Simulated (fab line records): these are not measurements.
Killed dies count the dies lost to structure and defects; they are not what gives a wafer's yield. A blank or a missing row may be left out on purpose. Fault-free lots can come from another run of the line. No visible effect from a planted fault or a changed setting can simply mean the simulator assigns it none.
fab line records ; flow nand-harc
[record] lots = 6; wafers = 18; last-day = 24
route steps=1159 shown A_CHANNEL_HOLE_D1@454 A_CHANNEL_FILL_D1@490 END@1159
lots untouched by any fault: they come from a run of this same line in which no faults occurred
start-h: start of the lot's first displayed wafer, in hours after the record's first day ; wait-h: hours from the lot's prior step to this one ; " identical to the entry in the row above ; L1.1+2: a single row standing in for several wafers ; - no value, or no start given ; * or withheld: withheld ; < > ~ a bound
route shown NAME@n: a module of which the file shows steps, and the number in the route of the first ; usual: mean and standard deviation over wafers with no fault ; same: alike in all rows ; chamber/n: place in a boat ; sites: each site's reading ; _std_site: standard deviation across them ; _edge_site: outer sites' mean less inner sites' ; radius-mm: for every site, how far away it sits from the centre of the wafer ; mask NAME#n: copy n ; behind: the tool/chamber that last shaped the wafer ; hold: why the lot went on hold/how many hours it stayed there/how the hold came to an end ; device: transistor that didn't switch, given as n, p or np ; end of line: the same wafers' tests at the end of the route ; a step without rows: its recipe alone ; killed: at the first sort, the dies lost to defects and structure; wafer yield is something else ; map: a wafer's dies, marking killed ones x, the rest . and places with no die _
set.NAME: setting as actually run; set.NAME@STEP: the setting as run at that earlier step ; model.NAME: the simulator's own value behind a step, which no gauge read
a table for each step, a row for each wafer; lots at some steps of the route
services: when a tool's chamber went out of use (start-h, in hours from the record's first day, below 0 if earlier), for how many hours, and the reason
[[steps]]
[step NHARC_A_CHANNEL_HOLE_D1_COAT_36]
[recipe] temp-c = 260; time-s = 75
[step NHARC_A_CHANNEL_HOLE_D1_COAT_37]
[recipe] temp-c = 225; time-s = 65
[step NHARC_A_CHANNEL_HOLE_D1_COAT_04]
[recipe] spin-rpm = 1500; resist-thk-nm = 90
[step NHARC_A_CHANNEL_HOLE_D1_SOFTBAKE_05]
[recipe] temp-c = 105; time-s = 55
[step NHARC_A_CHANNEL_HOLE_D1_EBR_06]
[step NHARC_A_CHANNEL_HOLE_D1_EXPOSE_07]
[recipe] na = 1.35; target-cd-nm = 100; sigma-outer = 0.3; dose-mj = 59.65; mask-id = HOLE_D1
[step NHARC_A_CHANNEL_HOLE_D1_PEB_08]
[recipe] peb-temp-c = 100; peb-time-s = 65
[step NHARC_A_CHANNEL_HOLE_D1_DEVELOP_09]
[recipe] develop-time-s = 35; dev-temp-c = 23
[step NHARC_A_CHANNEL_HOLE_D1_CD_MEAS_10]
[recipe] target-cd-nm = 100; landing-energy-ev = 500
[usual] cd-nm = 100.0/0.5
lot.wafer;tool;chamber;start-h;wait-h;cd-nm
L143.1;cd-sem-03;0;194.17;-;99.6
L143.4;cd-sem-03;0;194.17;-;99.9
L143.6;cd-sem-03;0;194.17;-;99.1
L147.2;cd-sem-01;0;213.57;-;101.3
L147.3;cd-sem-01;0;213.57;-;100.5
L147.6;cd-sem-01;0;213.57;-;101.1
L150.1;cd-sem-01;0;226.02;-;99.9
L150.2;cd-sem-01;0;226.02;-;100.0
L150.4;cd-sem-01;0;226.02;-;100.0
L151.1;cd-sem-03;0;226.26;-;99.6
L151.3;cd-sem-03;0;226.26;-;100.5
L151.6;cd-sem-03;0;226.26;-;99.5
L157.1;cd-sem-01;0;273.45;-;99.4
L157.3;cd-sem-01;0;273.45;-;99.1
L157.5;cd-sem-01;0;273.45;-;99.7
L160.1;cd-sem-03;0;296.77;-;100.4
L160.3;cd-sem-03;0;296.77;-;99.7
L160.6;cd-sem-03;0;296.77;-;100.6
[step NHARC_A_CHANNEL_HOLE_D1_OVL_MEAS_11]
[usual] overlay-x-nm = 0.1/1; overlay-y-nm = 0.0/0.91
lot.wafer;tool;chamber;start-h;wait-h;overlay-x-nm;overlay-y-nm
L143.1;overlay-01;-;194.26;-;1.0;-0.6
L143.4;overlay-01;-;194.26;-;0.6;-0.7
L143.6;overlay-01;-;194.26;-;0.6;-1.1
L147.2;overlay-02;-;213.66;-;0.1;0.3
L147.3;overlay-02;-;213.66;-;-0.3;0.9
L147.6;overlay-02;-;213.66;-;0.1;0.4
L150.1;overlay-02;-;226.11;-;0.2;1.9
L150.2;overlay-02;-;226.11;-;0.3;0.9
L150.4;overlay-02;-;226.11;-;0.2;1.6
L151.1;overlay-01;-;226.34;-;-1.9;-2.1
L151.3;overlay-01;-;226.34;-;-1.6;-2.1
L151.6;overlay-01;-;226.34;-;-1.6;-1.8
L157.1;overlay-01;-;273.54;-;0.4;1.3
L157.3;overlay-01;-;273.54;-;0.2;1.6
L157.5;overlay-01;-;273.54;-;1.0;0.9
L160.1;overlay-01;-;296.85;-;-0.6;-0.6
L160.3;overlay-01;-;296.85;-;-0.5;-0.1
L160.6;overlay-01;-;296.85;-;-1.1;-0.6
[step NHARC_A_CHANNEL_HOLE_D1_INSPECT_12]
[usual] raw-defect-count = 5.4/2.6
lot.wafer;tool;chamber;start-h;wait-h;raw-defect-count
L143.1;defect-inspect-01;-;194.30;0.0;4
L143.4;defect-inspect-01;-;194.30;0.0;3
L143.6;defect-inspect-01;-;194.30;0.0;3
L147.2;defect-inspect-02;-;213.69;0.0;3
L147.3;defect-inspect-02;-;213.69;0.0;1
L147.6;defect-inspect-02;-;213.69;0.0;7
L150.1;defect-inspect-01;-;226.15;0.0;9
L150.2;defect-inspect-01;-;226.15;0.0;11
L150.4;defect-inspect-01;-;226.15;0.0;7
L151.1;defect-inspect-01;-;226.38;0.0;8
L151.3;defect-inspect-01;-;226.38;0.0;5
L151.6;defect-inspect-01;-;226.38;0.0;7
L157.1;defect-inspect-01;-;273.57;0.0;7
L157.3;defect-inspect-01;-;273.57;0.0;6
L157.5;defect-inspect-01;-;273.57;0.0;5
L160.1;defect-inspect-02;-;296.89;0.0;7
L160.3;defect-inspect-02;-;296.89;0.0;3
L160.6;defect-inspect-02;-;296.89;0.0;4
[step NHARC_A_CHANNEL_HOLE_D1_DESCUM_15]
[recipe] time-s = 3; o2-flow-sccm = 200; ar-flow-sccm = 0; bias-power-w = 0; chemistry = O2
[step NHARC_A_CHANNEL_HOLE_D1_ETCH_38]
[recipe] target-depth-a = 390; over-etch-frac = 0.3; time-s = 65; ion-energy-ev = 80; cf4-flow-sccm = 150; ar-flow-sccm = 0; rf-w = 300; bias-w = 100; chemistry = CF4
[usual] drypump-motor-current-A = 5.9/0.43; oes-product-au = 0.995/0.0083; rf-vpp-V = 151.5/1.2; showerhead-plenum-p-Torr = 1.79/0.068; throttle-valve-pct = 13.283/0.0079
lot.wafer;tool;chamber;start-h;wait-h;drypump-motor-current-A;oes-product-au;rf-hours-counter-h;rf-vpp-V;showerhead-plenum-p-Torr;throttle-valve-pct
L143.4;rie-diel-02;0;194.45;0.1;6.3;1.008;2;151.9;1.84;13.280
L143.1;rie-diel-02;3;194.45;0.1;5.7;1.001;2;152.1;1.76;13.280
L143.6;rie-diel-02;1;194.45;0.1;5.6;0.989;-;150.3;1.80;13.290
L147.3;rie-diel-06;0;213.84;0.1;6.5;0.995;10;149.2;1.67;13.287
L147.2;rie-diel-06;3;213.84;0.1;6.5;1.002;8;152.2;1.82;13.289
L147.6;rie-diel-06;1;213.84;0.1;6.2;1.006;-;149.6;1.67;13.268
L150.2;rie-diel-12;2;226.32;0.1;5.8;0.992;2;152.5;1.88;13.283
L150.1;rie-diel-12;3;226.32;0.1;6.3;0.973;1;150.2;1.72;13.273
L150.4;rie-diel-12;0;226.32;0.1;5.6;1.001;-;150.9;1.76;13.285
L151.3;rie-diel-06;3;226.53;0.1;6.5;0.997;9;150.9;1.82;13.273
L151.1;rie-diel-06;0;226.53;0.1;6.5;0.999;11;149.3;1.67;13.275
L151.6;rie-diel-06;2;226.53;0.1;5.2;0.996;-;153.4;1.88;13.288
L157.1;rie-diel-12;1;273.72;0.1;5.2;0.986;4;151.3;1.85;13.292
L157.3;rie-diel-12;0;273.72;0.1;5.6;1.009;4;151.1;1.75;13.268
L157.5;rie-diel-12;2;273.72;0.1;5.8;1.004;-;152.5;1.88;13.281
L160.1;rie-diel-06;3;297.04;0.1;6.5;1.000;3;152.1;1.82;13.290
L160.3;rie-diel-06;1;297.04;0.1;6.1;0.991;1;151.7;1.67;13.286
L160.6;rie-diel-06;3;297.04;0.1;6.5;1.009;-;151.7;1.82;13.281
[step NHARC_A_CHANNEL_HOLE_D1_ETCH_39]
[recipe] target-depth-a = 2600; over-etch-frac = 0.3; time-s = 325; ion-energy-ev = 200; n2-flow-sccm = 150; h2-flow-sccm = 150; ar-flow-sccm = 0; rf-w = 400; bias-w = 150; chemistry = N2/H2
[step NHARC_A_CHANNEL_HOLE_D1_ETCH_34]
[recipe] target-depth-a = 1540; time-s = 77; cf4-flow-sccm = 100; chf3-flow-sccm = 30; ar-flow-sccm = 0; rf-w = 500; bias-w = 200; chemistry = CF4/CHF3
[usual] drypump-motor-current-A = 5.9/0.43; oes-product-au = 0.937/0.024; rf-vpp-V = 371.1/2.3; showerhead-plenum-p-Torr = 1.59/0.064; throttle-valve-pct = 16.803/0.0092
lot.wafer;tool;chamber;start-h;wait-h;drypump-motor-current-A;oes-product-au;rf-hours-counter-h;rf-vpp-V;showerhead-plenum-p-Torr;throttle-valve-pct
L143.1;rie-diel-02;0;-;-;6.2;0.972;2;370.4;1.64;16.782
L143.4;rie-diel-02;1;-;-;5.6;0.978;2;371.8;1.60;16.810
L143.6;rie-diel-02;3;-;-;5.7;0.969;-;370.9;1.57;16.795
L147.2;rie-diel-06;2;-;-;5.2;0.919;9;374.1;1.68;16.805
L147.3;rie-diel-06;1;-;-;6.2;0.919;10;366.9;1.48;16.800
L147.6;rie-diel-06;3;-;-;6.5;0.952;-;372.2;1.62;16.804
L150.4;rie-diel-12;1;-;-;5.2;0.995;1;373.1;1.64;16.795
L150.1;rie-diel-12;2;-;-;5.9;0.956;2;374.3;1.68;16.796
L150.2;rie-diel-12;3;-;-;6.3;0.945;2;368.9;1.53;16.801
L151.1;rie-diel-06;2;-;-;5.2;0.920;10;373.4;1.68;16.802
L151.3;rie-diel-06;0;-;-;6.5;0.917;11;367.9;1.49;16.815
L151.6;rie-diel-06;2;-;-;5.2;0.920;-;373.2;1.68;16.816
L157.1;rie-diel-12;0;-;-;5.6;0.924;4;369.5;1.56;16.806
L157.3;rie-diel-12;3;-;-;6.4;0.909;4;370.5;1.53;16.803
L157.5;rie-diel-12;1;-;-;5.2;0.941;-;373.4;1.64;16.805
L160.3;rie-diel-06;0;-;-;6.4;0.952;2;367.3;1.49;16.792
L160.1;rie-diel-06;2;-;-;5.1;0.975;3;373.2;1.68;16.802
L160.6;rie-diel-06;1;-;-;6.2;0.966;-;367.3;1.48;16.789
[step NHARC_A_CHANNEL_HOLE_D1_ETCH_16]
[recipe] target-depth-a = 31000; over-etch-frac = 0.3; time-s = 806; ion-energy-ev = 150; o2-flow-sccm = 400; cos-flow-sccm = 20; ar-flow-sccm = 0; rf-w = 500; bias-w = 300; chemistry = O2/COS
[step NHARC_A_CHANNEL_HOLE_D1_CD_MEAS_18]
[usual] cd-nm = 99.1/2.5
lot.wafer;tool;chamber;start-h;wait-h;cd-nm
L143.1;cd-sem-01;-;195.48;-;101.0
L143.4;cd-sem-01;-;195.48;-;99.9
L143.6;cd-sem-01;-;195.48;-;95.6
L147.2;cd-sem-01;-;214.86;-;99.7
L147.3;cd-sem-01;-;214.86;-;96.8
L147.6;cd-sem-01;-;214.86;-;96.2
L150.1;cd-sem-01;-;227.40;-;96.2
L150.2;cd-sem-01;-;227.40;-;98.0
L150.4;cd-sem-01;-;227.40;-;97.8
L151.1;cd-sem-03;-;227.55;-;98.9
L151.3;cd-sem-03;-;227.55;-;96.1
L151.6;cd-sem-03;-;227.55;-;99.6
L157.1;cd-sem-02;-;274.74;-;96.3
L157.3;cd-sem-02;-;274.74;-;97.2
L157.5;cd-sem-02;-;274.74;-;93.9
L160.1;cd-sem-02;-;298.06;-;99.5
L160.3;cd-sem-02;-;298.06;-;98.1
L160.6;cd-sem-02;-;298.06;-;99.1
[step NHARC_A_CHANNEL_HOLE_D1_ETCH_19]
[recipe] bias-v = 1200; source-w = 2500; pressure-mtorr = 15; time-s = 34.5; ar-flow-sccm = 375; c4f8-flow-sccm = 28.8; o2-flow-sccm = 96.2; temp-c = -20; target-depth-a = *; chemistry = C4F8/O2/Ar
[step NHARC_A_CHANNEL_HOLE_D1_ETCH_20]
[recipe] bias-v = 3000; source-w = withheld; pressure-mtorr = 20; time-s = 361.9; ar-flow-sccm = 375; c4f8-flow-sccm = 89.3; o2-flow-sccm = 35.7; temp-c = -20; target-depth-a = 16000; chemistry = C4F8/O2/Ar
[step NHARC_A_CHANNEL_HOLE_D1_ETCH_21]
[recipe] bias-v = 3000; source-w = withheld; pressure-mtorr = 20; time-s = 514.3; ar-flow-sccm = 375; c4f8-flow-sccm = 89.3; o2-flow-sccm = 35.7; temp-c = -20; target-depth-a = 16000; chemistry = C4F8/O2/Ar
[usual] drypump-motor-current-A = 5.6/0.51; esc-clamp-current-uA = 0.02165/0.00029; showerhead-plenum-p-Torr = 3.78/0.11; throttle-valve-pct = 32.155/0.0084
lot.wafer;tool;chamber;start-h;wait-h;drypump-motor-current-A;esc-clamp-current-uA;rf-hours-counter-h;showerhead-plenum-p-Torr;throttle-valve-pct
L143.1;har-etch-02;1;195.99;0.3;5.0;0.02193;110;3.87;32.144
L143.4;har-etch-02;1;195.99;0.3;5.0;0.02193;-;3.87;32.146
L143.6;har-etch-02;0;195.99;0.3;5.2;0.02187;-;3.87;32.156
L147.2;har-etch-01;0;215.44;0.3;5.7;0.02163;207;3.60;32.155
L147.3;har-etch-01;0;215.44;0.3;5.7;0.02159;-;3.60;32.131
L147.6;har-etch-01;1;215.44;0.3;6.4;0.02123;-;3.82;32.150
L150.2;har-etch-02;1;227.90;0.3;5.0;0.02194;125;3.86;32.166
L150.1;har-etch-02;0;227.90;0.3;5.2;0.02182;125;3.86;32.158
L150.4;har-etch-02;1;227.90;0.3;5.1;0.02193;-;3.86;32.134
L151.1;har-etch-01;1;230.16;0.3;6.4;0.02114;216;3.81;32.166
L151.3;har-etch-01;1;230.16;0.3;6.3;0.0212;-;3.81;32.162
L151.6;har-etch-01;0;230.16;0.3;5.7;0.0216;-;3.59;32.160
L157.1;har-etch-02;1;277.49;0.3;5.0;0.02194;147;3.85;32.143
L157.3;har-etch-02;0;277.49;0.3;5.2;0.02195;-;3.85;32.160
L157.5;har-etch-02;1;277.49;0.3;5.0;0.02194;-;3.85;32.158
L160.1;har-etch-01;1;298.63;0.3;6.4;0.02132;246;3.79;32.159
L160.3;har-etch-01;1;298.63;0.3;6.3;0.02128;-;3.79;32.164
L160.6;har-etch-01;1;298.63;0.3;6.3;0.02118;-;3.79;32.144
[step NHARC_A_CHANNEL_HOLE_D1_ETCH_22]
[recipe] bias-v = 3000; source-w = withheld; pressure-mtorr = 20; time-s = 666.7; ar-flow-sccm = 375; c4f8-flow-sccm = 89.3; o2-flow-sccm = 35.7; temp-c = -20; target-depth-a = 16000; chemistry = C4F8/O2/Ar
[usual] drypump-motor-current-A = 5.6/0.51; esc-clamp-current-uA = 0.02166/0.0003; showerhead-plenum-p-Torr = 3.78/0.11; throttle-valve-pct = 32.154/0.0094
lot.wafer;tool;chamber;start-h;wait-h;drypump-motor-current-A;esc-clamp-current-uA;rf-hours-counter-h;showerhead-plenum-p-Torr;throttle-valve-pct
L143.1;har-etch-02;1;196.44;0.4;5.0;0.022;111;3.87;32.158
L143.4;har-etch-02;1;196.44;0.4;5.1;0.02186;-;3.87;32.138
L143.6;har-etch-02;0;196.44;0.4;5.2;0.02185;-;3.87;32.155
L147.2;har-etch-01;0;215.90;0.4;5.7;0.02156;207;3.60;32.156
L147.3;har-etch-01;0;215.90;0.4;5.8;0.02161;-;3.60;32.160
L147.6;har-etch-01;1;215.90;0.4;6.3;0.0212;-;3.82;32.145
L150.2;har-etch-02;1;228.34;0.4;5.0;0.02193;126;3.86;32.148
L150.1;har-etch-02;0;228.34;0.4;5.2;0.0219;126;3.86;32.136
L150.4;har-etch-02;1;228.34;0.4;5.0;0.02193;-;3.86;32.159
L151.1;har-etch-01;1;230.60;0.4;6.3;0.02112;217;3.81;32.151
L151.3;har-etch-01;1;230.60;0.4;6.3;0.02114;-;3.81;32.155
L151.6;har-etch-01;0;230.60;0.4;5.7;0.02159;-;3.59;32.154
L157.1;har-etch-02;1;277.93;0.4;5.0;0.02188;147;3.85;32.154
L157.3;har-etch-02;0;277.93;0.4;5.2;0.02185;-;3.85;32.129
L157.5;har-etch-02;1;277.93;0.4;5.0;0.02196;-;3.85;32.152
L160.1;har-etch-01;1;299.09;0.4;6.3;0.02122;247;3.79;32.165
L160.3;har-etch-01;1;299.09;0.4;6.3;0.0212;-;3.79;32.145
L160.6;har-etch-01;1;299.09;0.4;6.3;0.02117;-;3.79;32.164
[step NHARC_A_CHANNEL_HOLE_D1_ETCH_23]
[recipe] bias-v = 5000; source-w = withheld; pressure-mtorr = 20; time-s = 819; ar-flow-sccm = 375; c4f8-flow-sccm = 89.3; o2-flow-sccm = 35.7; temp-c = -20; target-depth-a = 16000; chemistry = C4F8/O2/Ar
[step NHARC_A_CHANNEL_HOLE_D1_ETCH_24]
[recipe] bias-v = 5000; source-w = withheld; pressure-mtorr = 20; time-s = 906.2; ar-flow-sccm = 375; c4f8-flow-sccm = 93.8; o2-flow-sccm = 31.2; temp-c = -20; target-depth-a = 15000; chemistry = C4F8/O2/Ar
[step NHARC_A_CHANNEL_HOLE_D1_ETCH_25]
[recipe] bias-v = 5000; source-w = withheld; pressure-mtorr = 20; time-s = 1040.2; ar-flow-sccm = 375; c4f8-flow-sccm = 93.8; o2-flow-sccm = 31.2; temp-c = -20; target-depth-a = 15000; chemistry = C4F8/O2/Ar
[usual] drypump-motor-current-A = 5.6/0.51; esc-clamp-current-uA = 0.02166/0.00029; showerhead-plenum-p-Torr = 3.77/0.11; throttle-valve-pct = 32.236/0.01
lot.wafer;tool;chamber;start-h;wait-h;drypump-motor-current-A;esc-clamp-current-uA;rf-hours-counter-h;showerhead-plenum-p-Torr;throttle-valve-pct
L143.1;har-etch-02;1;198.45;0.6;5.0;0.02185;113;3.86;32.233
L143.4;har-etch-02;1;198.45;0.6;5.1;0.02189;-;3.86;32.249
L143.6;har-etch-02;0;198.45;0.6;5.2;0.02189;-;3.86;32.251
L147.2;har-etch-01;0;217.97;0.7;5.7;0.02159;209;3.59;32.223
L147.3;har-etch-01;0;217.97;0.7;5.7;0.02158;-;3.59;32.229
L147.6;har-etch-01;1;217.97;0.7;6.3;0.02123;-;3.81;32.245
L150.2;har-etch-02;1;230.37;0.6;5.0;0.0219;128;3.86;32.241
L150.1;har-etch-02;0;230.37;0.6;5.2;0.02186;128;3.86;32.238
L150.4;har-etch-02;1;230.37;0.6;5.0;0.02192;-;3.86;32.235
L151.1;har-etch-01;1;232.65;0.6;6.3;0.02123;219;3.80;32.231
L151.3;har-etch-01;1;232.65;0.6;6.3;0.02118;-;3.80;32.227
L151.6;har-etch-01;0;232.65;0.6;5.7;0.02163;-;3.59;32.243
L157.1;har-etch-02;1;279.96;0.6;5.0;0.02196;149;3.84;32.242
L157.3;har-etch-02;0;279.96;0.6;5.2;0.02193;-;3.84;32.241
L157.5;har-etch-02;1;279.96;0.6;5.0;0.02193;-;3.84;32.236
L160.1;har-etch-01;1;301.17;0.7;6.3;0.0212;249;3.79;32.240
L160.3;har-etch-01;1;301.17;0.7;6.3;0.02119;-;3.79;32.225
L160.6;har-etch-01;1;301.17;0.7;6.4;0.02116;-;3.79;32.234
[step NHARC_A_CHANNEL_HOLE_D1_ETCH_26]
[recipe] bias-v = 300; source-w = 2000; pressure-mtorr = 30; time-s = 224.1; ar-flow-sccm = 375; c4f8-flow-sccm = 11.4; o2-flow-sccm = 113.6; temp-c = -20; target-depth-a = 3000; chemistry = C4F8/O2/Ar
[usual] drypump-motor-current-A = 5.6/0.51; esc-clamp-current-uA = 0.02166/0.0003; showerhead-plenum-p-Torr = 3.83/0.12; throttle-valve-pct = 24.583/0.01
lot.wafer;tool;chamber;start-h;wait-h;drypump-motor-current-A;esc-clamp-current-uA;rf-hours-counter-h;showerhead-plenum-p-Torr;throttle-valve-pct
L143.1;har-etch-02;1;199.33;0.7;5.0;0.02189;114;3.92;24.585
L143.4;har-etch-02;1;199.33;0.7;5.0;0.02184;-;3.92;24.570
L143.6;har-etch-02;0;199.33;0.7;5.2;0.02191;-;3.92;24.601
L147.2;har-etch-01;0;218.74;0.6;5.7;0.02162;210;3.64;24.582
L147.3;har-etch-01;0;218.74;0.6;5.7;0.02152;-;3.64;24.569
L147.6;har-etch-01;1;218.74;0.6;6.3;0.02109;-;3.87;24.583
L150.2;har-etch-02;1;231.26;0.7;5.0;0.02192;128;3.91;24.582
L150.1;har-etch-02;0;231.26;0.7;5.2;0.02196;128;3.92;24.571
L150.4;har-etch-02;1;231.26;0.7;5.0;0.02189;-;3.92;24.584
L151.1;har-etch-01;1;233.52;0.7;6.3;0.02119;220;3.86;24.574
L151.3;har-etch-01;1;233.52;0.7;6.3;0.02121;-;3.86;24.583
L151.6;har-etch-01;0;233.52;0.7;5.8;0.02156;-;3.63;24.588
L157.1;har-etch-02;1;280.85;0.7;5.0;0.02197;150;3.90;24.583
L157.3;har-etch-02;0;280.85;0.7;5.2;0.02191;-;3.90;24.571
L157.5;har-etch-02;1;280.85;0.7;5.0;0.02197;-;3.90;24.587
L160.1;har-etch-01;1;301.95;0.6;6.3;0.02125;250;3.84;24.582
L160.3;har-etch-01;1;301.95;0.6;6.4;0.02126;-;3.84;24.577
L160.6;har-etch-01;1;301.95;0.6;6.4;0.02122;-;3.84;24.576
[step NHARC_A_CHANNEL_HOLE_D1_ETCH_33]
[recipe] bias-v = 400; source-w = 2000; pressure-mtorr = 25; time-s = 90; ar-flow-sccm = 375; c4f8-flow-sccm = 41.7; o2-flow-sccm = 83.3; temp-c = -20; target-depth-a = 4000; chemistry = C4F8/O2/Ar
[step NHARC_A_CHANNEL_HOLE_D1_STRIP_41]
[recipe] n2-flow-sccm = 150; h2-flow-sccm = 150; ar-flow-sccm = 0; bias-w = 0; chemistry = N2/H2
[step NHARC_A_CHANNEL_HOLE_D1_STRIP_42]
[recipe] cf4-flow-sccm = 100; chf3-flow-sccm = 30; ar-flow-sccm = 0; bias-w = 0; chemistry = CF4/CHF3
[step NHARC_A_CHANNEL_HOLE_D1_STRIP_43]
[recipe] o2-flow-sccm = 400; cos-flow-sccm = 20; ar-flow-sccm = 0; bias-w = 0; chemistry = O2/COS
[step NHARC_A_CHANNEL_HOLE_D1_ETCH_44]
[recipe] target-depth-a = 1400; overetch-a = 140; time-s = 77; ion-energy-ev = 100; cf4-flow-sccm = 80; o2-flow-sccm = 20; ar-flow-sccm = 0; rf-w = 300; bias-w = 100; chemistry = CF4/O2
[step NHARC_A_CHANNEL_HOLE_D1_STRIP_27]
[recipe] o2-flow-sccm = 500; ar-flow-sccm = 0; bias-w = 0; chemistry = O2
[step NHARC_A_CHANNEL_HOLE_D1_PRECLEAN_28]
[recipe] time-s = *; temp-c = 50; bath-age-min = 0; chemistry = SC1
[step NHARC_A_CHANNEL_HOLE_D1_SRD_29]
[step NHARC_A_CHANNEL_HOLE_D1_CD_MEAS_30]
[usual] cd-nm = 89.4/1.5
lot.wafer;tool;chamber;start-h;wait-h;cd-nm
L143.1;cd-sem-02;-;201.08;-;89.8
L143.4;cd-sem-02;-;201.08;-;89.6
L143.6;cd-sem-02;-;201.08;-;90.6
L147.2;cd-sem-01;-;220.98;-;91.2
L147.3;cd-sem-01;-;220.98;-;90.2
L147.6;cd-sem-01;-;220.98;-;91.2
L150.1;cd-sem-01;-;233.00;-;87.7
L150.2;cd-sem-01;-;233.00;-;90.4
L150.4;cd-sem-01;-;233.00;-;91.2
L151.1;cd-sem-02;-;235.27;-;89.9
L151.3;cd-sem-02;-;235.27;-;89.1
L151.6;cd-sem-02;-;235.27;-;87.0
L157.1;cd-sem-01;-;282.58;-;87.1
L157.3;cd-sem-01;-;282.58;-;85.6
L157.5;cd-sem-01;-;282.58;-;87.7
L160.1;cd-sem-02;-;303.81;-;90.3
L160.3;cd-sem-02;-;303.81;-;89.4
L160.6;cd-sem-02;-;303.81;-;90.5
[step NHARC_A_CHANNEL_HOLE_D1_XSEM_31]
[recipe] landing-energy-ev = 35000
[step NHARC_A_CHANNEL_HOLE_D1_INSPECT_40]
[usual] raw-defect-count = 63/15
lot.wafer;tool;chamber;start-h;wait-h;raw-defect-count
L143.1;defect-inspect-02;-;201.29;-;57
L143.4;defect-inspect-02;-;201.29;-;50
L143.6;defect-inspect-02;-;201.29;-;57
L147.2;defect-inspect-02;-;221.16;-;56
L147.3;defect-inspect-02;-;221.16;-;419
L147.6;defect-inspect-02;-;221.16;-;84
L150.1;defect-inspect-02;-;233.19;-;51
L150.2;defect-inspect-02;-;233.19;-;47
L150.4;defect-inspect-02;-;233.19;-;67
L151.1;defect-inspect-01;-;235.45;-;420
L151.3;defect-inspect-01;-;235.45;-;71
L151.6;defect-inspect-01;-;235.45;-;61
L157.1;defect-inspect-02;-;282.77;-;63
L157.3;defect-inspect-02;-;282.77;-;50
L157.5;defect-inspect-02;-;282.77;-;76
L160.1;defect-inspect-01;-;304.00;-;77
L160.3;defect-inspect-01;-;304.00;-;82
L160.6;defect-inspect-01;-;304.00;-;73
[step NHARC_A_CHANNEL_FILL_D1_PRECLEAN_00]
[recipe] time-s = *; temp-c = 50; bath-age-min = 0; chemistry = SC1
[step NHARC_END_SORT_01]
[recipe] temp-c = 25
[usual] killed-at-array = 24/8.8; killed-at-other = 0.7/0.99; killed-at-periphery = 3.5/2.6; killed-dies = 28/9.3; killed-open = 3.2/1.7; killed-short = 1.7/1.4
[same] gross-dies = 677
lot.wafer;tool;chamber;start-h;wait-h;killed-at-array;killed-at-other;killed-at-periphery;killed-dies;killed-open;killed-short
L147.3;prober-02;0;482.21;3.1;94;0;2;96;0;1
L151.1;prober-02;0;494.41;2.6;101;0;2;103;5;0
// killed by level:class
L147.3 A_CHANNEL_HOLE_D1:unspecified=72 A_CHANNEL_HOLE_D1:chamber-film-flake=11 A_SLIT:chamber-film-flake=7 P_STI:chamber-film-flake=2 A_CONTACT:chamber-film-flake=2 A_M1:geometric-particle:short=1 A_WL_FILL:chamber-film-flake=1
L151.1 A_CHANNEL_HOLE_D1:unspecified=75 A_CHANNEL_HOLE_D1:chamber-film-flake=8 A_STAIRCASE:chamber-film-flake=6 A_CONTACT:chamber-film-flake=4 A_SGD_CUT:chamber-film-flake=2 P_M0:geometric-particle:open=1 A_CHANNEL_FILL_D1:geometric-particle:open=1 A_WL_FILL:geometric-particle:open=1
// map L147.3 (x killed, . not)
____________.____________
_________......._________
_______.......x.x._______
______.....xxxxx.x.______
_____.......xxxxxxx._____
____.......xxxxxx.x..____
____........xxxxxxx..____
___.........xxxxxxxx..___
___.........xxxxxx....___
__..........xxxxxxx....__
__..........xxxxxxxxx..__
_...........xxxxxx......_
_............xx.x......._
_............xx.x......._
_...............x......._
_....x.................._
..x......................
.........................
.....................x...
......................xx.
......x................x.
_....................xxx_
_....................x.._
_.....................x._
_...................x.x._
_......................._
__.....................__
__.....................__
___...................___
___...................___
____......x.....x....____
____........x..x.....____
_____.........x....._____
______.......xx....______
_______....x.x...._______
_________......x_________
____________.____________
// map L151.1 (x killed, . not)
____________.____________
_________......._________
_______........xx._______
______........xxx..______
_____.......xxxxxx.._____
____xxxx...xxxxxxxx.x____
____x.x....xxxxxxx.x.____
___.x.x.....xxxxxxx...___
___.x...x...xxxxxxxxx.___
__..........xxxxxx.....__
__.........xxxxxxxxxx..__
_..........xxxxxxxx....._
_.......x....xxxxx......_
_........x..x...x......._
_.....x...............x._
_..x.........x.........._
.........................
..x......................
.........................
.........................
.........................
_.....................x._
_......................._
_......................._
_....x.................._
_......................._
__.....................__
__..xx.................__
___..x................___
___...................___
____.................____
____...x.............____
_____.xx....x......._____
______x............______
_______..........._______
_________...x..._________
____________.____________
[[services]]
tool;chamber;start-h;hours;kind
rie-diel-06;0;171.24;-;clean
rie-diel-06;1;171.24;-;clean
rie-diel-06;2;171.24;-;clean
rie-diel-06;3;171.24;-;clean
rie-diel-06;0;195.74;-;clean
rie-diel-06;1;195.74;-;clean
rie-diel-06;2;195.74;-;clean
rie-diel-06;3;195.74;-;clean
rie-diel-12;-;202.40;9.0;pm
rie-diel-12;1;215.93;10.7;repair
rie-diel-06;0;220.28;-;clean
rie-diel-06;1;220.28;-;clean
rie-diel-06;2;220.28;-;clean
rie-diel-06;3;220.28;-;clean
rie-diel-12;-;238.33;0.8;repair
rie-diel-06;-;241.20;9.0;pm
rie-diel-06;0;241.20;9.0;vent-cycle
rie-diel-06;1;241.20;9.0;vent-cycle
rie-diel-06;2;241.20;9.0;vent-cycle
rie-diel-12;1;265.36;1.6;repair
rie-diel-06;1;269.60;12.1;repair
rie-diel-12;1;274.49;2.8;repair
rie-diel-06;0;276.47;9.6;repair
rie-diel-12;3;301.25;3.0;repair
[[key]]
[first-sign] step = NHARC_A_CHANNEL_HOLE_D1_INSPECT_40; reading = raw-defect-count; direction = up; sigmas = 23; usual = 63; struck = 420
[effect] step = NHARC_END_SORT_01; reading = killed-at-array; direction = up; sigmas = 8.3; usual = 24; struck = 98
[more-kills-born-at] NHARC_A_CHANNEL_HOLE_D1_ETCH_38@rie-diel-06 = 147
met-at NHARC_A_CHANNEL_HOLE_D1_ETCH_38
struck-wafers L147.3,L151.1
tester-left-out L147,L151
[fault] kind = chamber-particle-source; tool = rie-diel-06; chamber = 0; onset-h = 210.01; steps = NHARC_A_CHANNEL_HOLE_D1_ETCH_38; rate-per-visit-cm2 = 0.54171; end-h = 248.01
// tester-left-out: of these lots the tester's yield and bins aren't shown, on N5 and GAA mostly nor the transistor test; their killed dies are dies lost to structure and defects alone, not to doping, threshold or leakage, so they don't give the yield
